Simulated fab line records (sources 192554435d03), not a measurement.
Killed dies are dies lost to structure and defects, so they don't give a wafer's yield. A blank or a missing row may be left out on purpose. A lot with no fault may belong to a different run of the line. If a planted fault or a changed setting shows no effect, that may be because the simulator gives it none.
One fault through the eyes of 2 desks :: flow n5Finfet :: only its own numbers are on each desk; what lay behind them is given at the end

== THE METROLOGY DESK ==
What the gauges read, lot by lot, whatever tool the lot ran on: means of the sampled wafers that have a number. Marked OUT: a lot whose mean sits more than 4 standard deviations from the usual mean, which makes it out of limits; the brackets give that distance.
Columns: A = cdNm at N5_MIM_TOP_LITHO_CD_MEAS_08, usual 2001.1 nm
lot: L755
first seen here: day 13 13:27
A: 2000.3

lot: L754
first seen here: day 13 19:14
A: 2002.1

lot: L758
first seen here: day 14 00:17
A: 2004.2

lot: L757
first seen here: day 14 01:54
A: 2000.1

lot: L761
first seen here: day 14 18:55
A: 2000.5

lot: L765
first seen here: day 16 06:31
A: 2002.4

lot: L773
first seen here: day 17 22:21
A: 2000.7

lot: L774
first seen here: day 18 19:46
A: 2000.3

lot: L775
first seen here: day 19 00:11
A: 2001.5

lot: L776
first seen here: day 19 03:08
A: 2002.9
Result from this desk: across the 10 lots, nothing is out of limits.

== AT THE TOOL OWNER'S DESK: rieDiel-05 ==
The tool's own readings at N5_PASSIVATION_ETCH_54 (etches SiO2 in CHF3/O2, target depth 880 nm, time 440 s): means of the sampled wafers that have a number, for each lot that ran on this tool. Marked OUT: a lot whose mean sits more than 4 standard deviations from the usual mean, which makes it out of limits; the brackets give that distance. Shown are 7 of the 8 readings it has, namely the first that went out of limits plus those furthest out on some lot.
Columns: A = biasW at N5_PASSIVATION_ETCH_54, usual 170.0 W; B = drypumpMotorCurrentA at N5_PASSIVATION_ETCH_54, usual 5.8 A; C = mfcArSccm at N5_PASSIVATION_ETCH_54, usual 200.0 sccm; D = oesProductAu at N5_PASSIVATION_ETCH_54, usual 0.85 a.u.; E = rfVppV at N5_PASSIVATION_ETCH_54, usual 529 V; F = showerheadPlenumPTorr at N5_PASSIVATION_ETCH_54, usual 2.45 Torr; G = throttleValvePct at N5_PASSIVATION_ETCH_54, usual 18.67 %
lot: L755
first seen here: day 13 20:56
A: 169.7
B: 5.7
C: 200.8
D: 0.71
E: 525
F: 2.43
G: 18.75

lot: L757
first seen here: day 14 08:34
A: 170.3
B: 6.0
C: 200.1
D: 0.77
E: 529
F: 2.47
G: 18.79

lot: L761
first seen here: day 15 18:00
A: 185.0 (+30) OUT
B: 5.7
C: 200.4
D: 0.88
E: 567 (+4.6) OUT
F: 2.40
G: 18.67

lot: L765
first seen here: day 16 13:19
A: 184.2 (+28) OUT
B: 6.1
C: 199.6
D: 0.84
E: 571 (+5.0) OUT
F: 2.43
G: 18.88

lot: L775
first seen here: day 19 08:55
A: 170.5
B: 5.8
C: 200.8
D: 0.86
E: 527
F: 2.48
G: 18.44

lot: L776
first seen here: day 19 10:22
A: 169.9
B: 6.2
C: 199.4
D: 0.92
E: 528
F: 2.43
G: 18.70
This desk's finding: out of limits on L761, L765; first on L761, day 15 18:00 (biasW at N5_PASSIVATION_ETCH_54). In limits: L755, L757, L775, L776.

== TAKEN TOGETHER ==
The tool owner's desk could have raised an alarm at day 15 18:00, on L761, L765.
The metrology desk saw nothing out of limits.
The metrology desk holds a record of L761, L765, inside its limits.
N5_PASSIVATION_ETCH_54 was run on rieDiel-05 by each of the lots named.

== WHAT HAD BEEN PUT IN BY THE SIMULATOR ==
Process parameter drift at N5_PASSIVATION_ETCH_54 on rieDiel-05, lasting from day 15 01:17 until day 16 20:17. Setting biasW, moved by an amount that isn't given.
Lots struck among those shown: L761, L765.
Each desk's first reading out of limits, in hours after the fault started: the tool owner's desk, 17.
